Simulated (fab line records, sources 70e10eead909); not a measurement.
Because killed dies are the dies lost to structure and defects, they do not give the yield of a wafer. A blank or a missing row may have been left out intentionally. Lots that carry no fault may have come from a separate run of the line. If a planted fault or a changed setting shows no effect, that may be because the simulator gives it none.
Problem report, 8D (eight disciplines) form, completed by code :: flow nand_harc :: the parts of the form that need people (team, actions taken, sign-off) are left out

1. WHAT WENT WRONG
Wafers without a fault read 29, standard deviation 12; killed_at_array at NHARC_END_SORT_01 reads a mean of 123 on 3 wafers belonging to 3 lots. That is +7.8 standard deviations from the usual mean.
Earliest sighting: wafer L837.6 on prober-01 at day 23 20:31. Wafers with a number at this step in the record: 7, from 3 lots. Rule for "out", or "out of limits": more than 4 standard deviations from the usual mean. The rest of the wafers with a number are treated as sound.

2. WHAT IT IS, AND WHAT IT ISN'T
question: which readings at this step
is: killed_at_array, killed_dies
is not: killed_at_other, killed_at_periphery, killed_open

question: which lots
is: L836, L837, L838
is not: -

question: which wafers of those lots
is: L836.6, L837.6, L838.4
is not: L836.1, L837.2, L837.5, L838.1

question: read on which gauges
is: prober-01
is not: -

question: when
is: from day 23 20:31
is not: up to then (2 sound wafers); but 2 sound wafers of L836, L838 came after

3. WHAT RULES OUT EACH SUSPECT
Counting: any tool at a process step up to the reading remains a suspect provided it ran every lot that is out. Sound lots after the first of them don't rule it out here, since some wafers of a struck lot are sound.
- ruled out: the gauge at NHARC_END_SORT_01. All the wafers that are out were read on prober-01, but those of them that NHARC_A_BLC_ETCH_17 has rows for are out there too, on other tools.
- rie_diel-11 at NHARC_A_BLC_DESCUM_15 (chemistry O2, time 3 s): kept. It ran every lot that is out, first L836 (day 21 18:31).
- rie_diel-11 at NHARC_A_BLC_ETCH_17 (etches the open film in N2/H2, target depth 390 nm, time 609.38 s): kept. It ran every lot that is out, first L836 (day 21 18:49). Out on those wafers are its own readings of run_length_s.
- rie_diel-11 at NHARC_A_BLC_ETCH_18 (etches the open film in C4F8/O2/Ar, target depth 910 nm): kept. It ran every lot that is out, first L836 (day 21 20:22). NHARC_A_BLC_ETCH_18: start missing for some lots; hours and lot order therefore follow NHARC_A_BLC_ALD_23.
- ald_metal-01 at NHARC_A_BLC_ALD_23 (deposits TiN, target thk 3 nm, pulse time 1 s, ald cycles 150): kept. It ran every lot that is out, first L836 (day 21 20:22).
Left after counting: rie_diel-11 at NHARC_A_BLC_DESCUM_15, rie_diel-11 at NHARC_A_BLC_ETCH_17, rie_diel-11 at NHARC_A_BLC_ETCH_18, ald_metal-01 at NHARC_A_BLC_ALD_23.

4. THE CAUSE (what the simulator had put in)
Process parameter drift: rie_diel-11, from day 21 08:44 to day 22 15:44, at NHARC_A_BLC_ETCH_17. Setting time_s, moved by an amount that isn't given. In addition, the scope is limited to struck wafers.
Of the 4 suspects that counting leaves, this tool is one.

5. THE EFFECT CHAIN, in route order
One row per reading whose mean, taken over the struck wafers that have a number, lies over 3 standard deviations from the usual. Only readings whose record carries a usual standard deviation are examined. hours: median over the lots of the time between each lot's start at the first step of this table that gives one and its start at this step. sigmas: the change, counted in usual standard deviations.
hours: 0
step: NHARC_A_BLC_ETCH_17
reading: run_length_s
usual: 630.9 s
on struck wafers: 510.9
change: -120.0
sigmas: -99 or more

hours: 53
step: NHARC_END_SORT_01
reading: killed_at_array
usual: 29
on struck wafers: 123
change: +94
sigmas: +7.8

hours: 53
step: NHARC_END_SORT_01
reading: killed_dies
usual: 34
on struck wafers: 130
change: +96
sigmas: +8.0
Process steps it contains:
- NHARC_A_BLC_ETCH_17: etches the open film in N2/H2, target depth 390 nm, time 609.38 s.
Readings that are blank on the struck wafers while sound wafers have them: bias_w at NHARC_A_BLC_ETCH_17.

6. HOW IT WOULD HAVE BEEN CAUGHT EARLIER
The first out-of-limits reading at a measuring or inspecting step in this record came at day 23 20:31, 60 hours after the fault's start at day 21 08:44.
At NHARC_A_BLC_ETCH_17, the tool's own readings (run_length_s) were out on each struck wafer the step has a row for, so an alarm limit on them would have fired on the first such wafer.
Lots out: 3; all had begun NHARC_A_BLC_ETCH_17 on rie_diel-11 by day 23 20:31. A hold on the tool at that time would have spared none of them.
